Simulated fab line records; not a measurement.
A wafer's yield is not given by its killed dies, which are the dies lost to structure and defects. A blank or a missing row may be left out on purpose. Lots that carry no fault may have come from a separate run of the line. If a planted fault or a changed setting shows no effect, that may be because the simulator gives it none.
A lot that was struck, set against a sound lot    flow nand_harc    15 steps out of a route of 1159
Sound: wafers L454.3, L454.4, L454.6. Struck: wafers L465.2, L465.3, L465.5. At the end, the cause is stated.
Order at every step that has rows: each side's tool, ch and its chambers, its first start. Under that, the readings that differ: sound wafers    struck wafers    difference of the means    sigmas: that difference in standard deviations of wafers without a fault.
alike: a reading whose means differ by less than 2 such deviations, as well as words and numbers matching on both sides. not compared: withheld readings; readings where some wafer has no value; bounds like >300 that might hide an equal value; numbers whose values overlap and for which the record gives no deviation.
A row with sigmas, a row that says differs or no value, or rows on one side alone: a step with any of these is where the two part. Non-overlapping numbers with no deviation appear without sigmas and do not part them. A reading missing from all wafers of one side parts the sides only when that side holds two or more wafers.

first, 1 step without rows for these wafers: NHARC_A_CHANNEL_HOLE_D1_ETCH_44 (etches the open film in CF4/O2, target depth 140 nm, overetch 14 nm, time 77 s).
NHARC_A_CHANNEL_HOLE_D1_STRIP_27: strips in O2.
  sound on rie_diel-05 ch 0,1,2; struck on rie_diel-13 ch 0,2
  alike: drypump_motor_current_A, mfc_ar_sccm, oes_product_au, rf_vpp_V, showerhead_plenum_p_Torr, throttle_valve_pct
  not compared: rf_hours_counter_h
then, 2 steps without rows for these wafers: NHARC_A_CHANNEL_HOLE_D1_PRECLEAN_28 (cleans in SC1); NHARC_A_CHANNEL_HOLE_D1_SRD_29.
NHARC_A_CHANNEL_HOLE_D1_CD_MEAS_30:
  struck on cd_sem-01, day 13 13:47; sound on cd_sem-01, day 11 15:04
  alike: cd_nm
following that, these wafers have no rows for 1 step: NHARC_A_CHANNEL_HOLE_D1_XSEM_31.
NHARC_A_CHANNEL_HOLE_D1_INSPECT_40:
  struck on defect_inspect-02, day 13 13:58; sound on defect_inspect-01, day 11 15:15
reading           sound     struck     difference  sigmas
raw_defect_count  36 51 58  79 109 74  +39         +2
then, 2 steps without rows for these wafers: NHARC_A_CHANNEL_FILL_D1_PRECLEAN_00 (cleans in SC1); NHARC_A_CHANNEL_FILL_D1_SRD_01.
NHARC_A_CHANNEL_FILL_D1_ALD_02: deposits SiO2, target thk 6 nm, pulse time 10 s, ald cycles 60.
  sound on ald_hk-02 ch 0,2,3, day 11 15:31; struck on ald_hk-01 ch 1,2,3, day 13 14:15
  alike: ald_cycles, heater_power_w, precursor_pulse_height_rel
NHARC_A_CHANNEL_FILL_D1_ALD_03: deposits SiNx, target thk 6 nm, pulse time 60 s, ald cycles 58.
  sound on ald_sin_batch-02 ch 0; struck on ald_sin_batch-01 ch 0
  alike: ald_cycles, precursor_pulse_height_rel
NHARC_A_CHANNEL_FILL_D1_ALD_14: deposits SiO2, target thk 2.5 nm, pulse time 10 s, ald cycles 25.
  sound on ald_hk-01 ch 0,3, day 11 22:25; struck on ald_hk-02 ch 1,2, day 14 00:24
  alike: ald_cycles, heater_power_w, precursor_pulse_height_rel
NHARC_A_CHANNEL_FILL_D1_ALD_15: deposits SiNx, target thk 2 nm, pulse time 60 s, ald cycles 19.
  sound on ald_sin_batch-02 ch 0, day 12 01:32; struck on ald_sin_batch-02 ch 0, day 14 03:31
reading     sound     struck    difference  sigmas
ald_cycles  19 19 19  24 24 24  +5          
  alike: precursor_pulse_height_rel
NHARC_A_CHANNEL_FILL_D1_ALD_16: deposits SiO2, target thk 1.5 nm, pulse time 10 s, ald cycles 15.
  sound on ald_hk-04 ch 0,1,2, day 12 04:22; struck on ald_hk-01 ch 0,1,2, day 14 05:37
  alike: ald_cycles, heater_power_w, precursor_pulse_height_rel
following that, these wafers have no rows for 1 step: NHARC_END_SORT_01.

== WHERE THEY PART ==
Only at NHARC_A_CHANNEL_HOLE_D1_INSPECT_40, as far as this record shows. Later steps at which nothing parts them and some readings are alike: NHARC_A_CHANNEL_FILL_D1_ALD_02, NHARC_A_CHANNEL_FILL_D1_ALD_03, NHARC_A_CHANNEL_FILL_D1_ALD_14, NHARC_A_CHANNEL_FILL_D1_ALD_15, NHARC_A_CHANNEL_FILL_D1_ALD_16.

WHY: the cause the simulator had injected
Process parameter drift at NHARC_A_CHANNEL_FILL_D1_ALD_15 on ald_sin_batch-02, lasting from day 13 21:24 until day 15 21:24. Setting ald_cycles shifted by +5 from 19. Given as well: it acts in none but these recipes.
